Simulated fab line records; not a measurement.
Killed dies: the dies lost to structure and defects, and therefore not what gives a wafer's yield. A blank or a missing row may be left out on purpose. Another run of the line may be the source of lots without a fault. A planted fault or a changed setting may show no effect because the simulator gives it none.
Matching of chambers :: flow nand-harc :: NHARC_A_M0_DEP_32 on pecvd-03 has 3 sister chambers
The step deposits SiCN, target thk 30 nm. 14 wafers are shown with their chamber, then 7 later ones without.

== WAFERS PAIRED WITH THEIR CHAMBERS ==
wafer: L077.2
chamber: 2
heater-power-w (W): 488

wafer: L077.3
chamber: 1
heater-power-w (W): 642

wafer: L077.5
chamber: 0
heater-power-w (W): 659

wafer: L081.1
chamber: 0
heater-power-w (W): 630

wafer: L081.2
chamber: 1
heater-power-w (W): 783

wafer: L081.3
chamber: 2
heater-power-w (W): 482

wafer: L082.3
chamber: 1
heater-power-w (W): 769

wafer: L082.4
chamber: 1
heater-power-w (W): 761

wafer: L082.5
chamber: 2
heater-power-w (W): 479

wafer: L089.1
chamber: 2
heater-power-w (W): 447

wafer: L089.3
chamber: 1
heater-power-w (W): 762

wafer: L089.6
chamber: 0
heater-power-w (W): 650

wafer: L091.2
chamber: 1
heater-power-w (W): 768

wafer: L091.3
chamber: 0
heater-power-w (W): 570

SIGNATURES (means of the wafers above)
reading: heater-power-w
chamber 0: 627.25
chamber 1: 747.50
chamber 2: 474.00
scatter within a chamber: 42.1
Rule: a wafer lies at a distance from a chamber equal to the root of the sum of squares, over the readings, of (its reading less the chamber's mean, divided by the reading's scatter). The wafer belongs to the nearest chamber; if the next one is less than 2 further off, it can't be placed. The scatter: take each reading less its chamber's mean, square it, sum over the shown wafers, divide by the number of wafers less the number of chambers, and take the root.

== WAFERS MISSING THEIR CHAMBER ==
wafer: L091.6
heater-power-w (W): 755

wafer: L094.1
heater-power-w (W): 740

wafer: L094.2
heater-power-w (W): 573

wafer: L094.5
heater-power-w (W): 571

wafer: L096.3
heater-power-w (W): 654

wafer: L096.5
heater-power-w (W): 723

wafer: L096.6
heater-power-w (W): 523

== WHICH CHAMBER EACH ONE RAN IN ==
wafer: L091.6
from the rows above: 1
in truth: 1

wafer: L094.1
from the rows above: 1
in truth: 1

wafer: L094.2
from the rows above: can't be placed: 0 or 2
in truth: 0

wafer: L094.5
from the rows above: can't be placed: 0 or 2
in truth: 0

wafer: L096.3
from the rows above: can't be placed: 0 or 1
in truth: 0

wafer: L096.5
from the rows above: can't be placed: 1 or 0
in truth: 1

wafer: L096.6
from the rows above: can't be placed: 2 or 0
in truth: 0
Correctly placed: 2 of 7. Cannot be placed on the basis of these rows: 5; the candidates contain the true chamber in 5. Placed wrongly: 0.
